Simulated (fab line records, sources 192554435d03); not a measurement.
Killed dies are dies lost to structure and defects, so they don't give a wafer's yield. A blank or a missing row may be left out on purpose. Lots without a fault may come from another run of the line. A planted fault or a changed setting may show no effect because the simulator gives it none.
Split-lot experiment | flow n5_finfet | 7 lots, 39 wafers read, on a route of 1938 steps

THE SPLIT
At N5_MOL_CONTACT_COAG_VIA_ETCH_46 (etches SiO2 in C4F6/O2, target depth 46 nm, overetch 9.2 nm, time 40 s), the setting target_depth_a was moved away from the recipe's 460 angstrom on 15 of the 39 wafers read, by -51.8% to +56.7%. The other wafers ran this setting at the recipe's value.

The reading is taken at the split's own step.

THE READING
SOC_of_MOL_CONTACT_COAG_COAT_75.thk_nm (the simulator's own value, which no gauge read), in nm, at N5_MOL_CONTACT_COAG_VIA_ETCH_46 (etches SiO2 in C4F6/O2, target depth 46 nm, overetch 9.2 nm, time 40 s). The file gives no usual value for it. The 24 wafers here that ran the recipe average 50.7 nm, standard deviation 0.19 nm.

wafer  | tool, chamber at the split | target_depth_a as run, angstrom | against the recipe | SOC_of_MOL_CONTACT_COAG_COAT_75.thk_nm, nm | against lot-mates on the recipe
L074.1 | rie_diel-06, 0             | 337.6                           | -26.6%             | 52.4                                       | +1.8
L074.2 | rie_diel-06, 1             | 460                             | recipe             | 50.6                                       | -
L074.3 | rie_diel-06, 2             | 460                             | recipe             | 50.8                                       | -
L074.4 | rie_diel-06, 3             | 337.6                           | -26.6%             | 52.4                                       | +1.8
L074.5 | rie_diel-06, 0             | 337.6                           | -26.6%             | 52                                         | +1.4
L074.6 | rie_diel-06, 1             | 460                             | recipe             | 50.4                                       | -
L075.1 | rie_diel-06, 3             | 702.2                           | +52.7%             | 48.2                                       | -2.4
L075.2 | rie_diel-06, 0             | 460                             | recipe             | 50.8                                       | -
L075.3 | rie_diel-06, 2             | 460                             | recipe             | 50.6                                       | -
L075.4 | rie_diel-06, 1             | 460                             | recipe             | 50.4                                       | -
L075.5 | rie_diel-06, 0             | 702.2                           | +52.7%             | 48.2                                       | -2.4
L075.6 | rie_diel-06, 1             | 702.2                           | +52.7%             | 47.6                                       | -3.0
L082.2 | rie_diel-06, 2             | 460                             | recipe             | 50.8                                       | -
L082.3 | rie_diel-06, 1             | 460                             | recipe             | 50.4                                       | -
L082.6 | rie_diel-06, 2             | 460                             | recipe             | 50.6                                       | -
L088.1 | rie_diel-05, 0             | 460                             | recipe             | 50.8                                       | -
L088.2 | rie_diel-05, 2             | 460                             | recipe             | 50.8                                       | -
L088.3 | rie_diel-05, 1             | 460                             | recipe             | 51                                         | -
L088.4 | rie_diel-05, 1             | 460                             | recipe             | 51                                         | -
L088.5 | rie_diel-05, 0             | 460                             | recipe             | 50.8                                       | -
L088.6 | rie_diel-05, 2             | 460                             | recipe             | 50.8                                       | -
L089.1 | rie_diel-05, 2             | 221.5                           | -51.8%             | 53.8                                       | +2.9
L089.2 | rie_diel-05, 0             | 460                             | recipe             | 50.8                                       | -
L089.3 | rie_diel-05, 1             | 460                             | recipe             | 51                                         | -
L089.4 | rie_diel-05, 2             | 221.5                           | -51.8%             | 53.8                                       | +2.9
L089.5 | rie_diel-05, 0             | 221.5                           | -51.8%             | 53.6                                       | +2.7
L089.6 | rie_diel-05, 1             | 460                             | recipe             | 50.8                                       | -
L094.1 | rie_diel-05, 1             | 720.9                           | +56.7%             | 48                                         | -2.8
L094.2 | rie_diel-05, 3             | 460                             | recipe             | 50.8                                       | -
L094.3 | rie_diel-05, 2             | 720.9                           | +56.7%             | 47.8                                       | -3.0
L094.4 | rie_diel-05, 0             | 460                             | recipe             | 50.8                                       | -
L094.5 | rie_diel-05, 2             | 720.9                           | +56.7%             | 48                                         | -2.8
L094.6 | rie_diel-05, 3             | 460                             | recipe             | 50.8                                       | -
L096.1 | rie_diel-05, 3             | 544.6                           | +18.4%             | 49.6                                       | -0.9
L096.2 | rie_diel-05, 2             | 544.6                           | +18.4%             | 49.6                                       | -0.9
L096.3 | rie_diel-05, 0             | 460                             | recipe             | 50.4                                       | -
L096.4 | rie_diel-05, 1             | 544.6                           | +18.4%             | 49.8                                       | -0.7
L096.5 | rie_diel-05, 0             | 460                             | recipe             | 50.4                                       | -
L096.6 | rie_diel-05, 3             | 460                             | recipe             | 50.8                                       | -

THE FIT
A straight line over all 39 wafers: SOC_of_MOL_CONTACT_COAG_COAT_75.thk_nm changes by -0.0535 nm for each +1% of target_depth_a; r = -0.99; the points scatter about the line by 0.21 nm.
The same after taking each lot's own level away (the mean of its wafers on the recipe; 39 wafers): -0.0526 nm for each +1%; r = -0.99; scatter 0.18 nm.
On that fit, the largest move of target_depth_a shifts the reading by 3 nm.
The lots' own levels span 50.53 to 50.87 nm, that is 1.7 times the standard deviation above.
So the lot-to-lot level changes the slope little: the two slopes agree.
Check: with one of the wafers moved furthest among these (+56.7%) left out of the fit, the line predicts -2.94 nm for it against its lot-mates. It came out at -2.8 nm against them.

OTHER SPLITS ON THESE WAFERS
These wafers also went through other splits before the reading. Each is held against what the fit with the lots' levels taken away leaves over:
other split on the same wafers        | wafers away from the commonest value | r with SOC_of_MOL_CONTACT_COAG_COAT_75.thk_nm (lot level and that fit taken away)
N5_ZERO_LAYER_PECVD_02 time_s         | 18                                   | -0.39
N5_FIN_SAQP_ETCH_65 time_s            | 18                                   | -0.02
N5_SD_EPI_N_ETCH_45 target_depth_a    | 18                                   | +0.21
N5_HKMG_FIN_DEVELOP_11 develop_time_s | 15                                   | -0.05

THE WHOLE CHAIN: every reading that the file lists as answering this split, in the file's order
step                            | what it does                                                           | reading                                                                                 | change (the file's fit)                                                                       | r (the file's)
N5_MOL_CONTACT_COAG_VIA_ETCH_46 | etches SiO2 in C4F6/O2, target depth 46 nm, overetch 9.2 nm, time 40 s | etch.depth_nm (the simulator's own value, which no gauge read)                          | not straight: 31.2 at the lowest setting, 45.86 at the recipe, 45.9 at the highest            | not given
N5_MOL_CONTACT_COAG_VIA_ETCH_46 | etches SiO2 in C4F6/O2, target depth 46 nm, overetch 9.2 nm, time 40 s | SOC_of_MOL_CONTACT_COAG_COAT_75.thk_nm (the simulator's own value, which no gauge read) | -0.0523 nm for each +1% of the setting                                                        | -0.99
N5_MOL_CONTACT_COAG_ETCH_47     | etches SiNx in CH3F/O2, stops on W, target depth 27 nm                 | etch_rf_on_time_s                                                                       | not straight: withheld at the lowest setting, withheld at the recipe, withheld at the highest | not given

THE FILE'S OWN FIT
SOC_of_MOL_CONTACT_COAG_COAT_75.thk_nm changes by -0.0523 nm for each +1% of target_depth_a, r = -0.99.
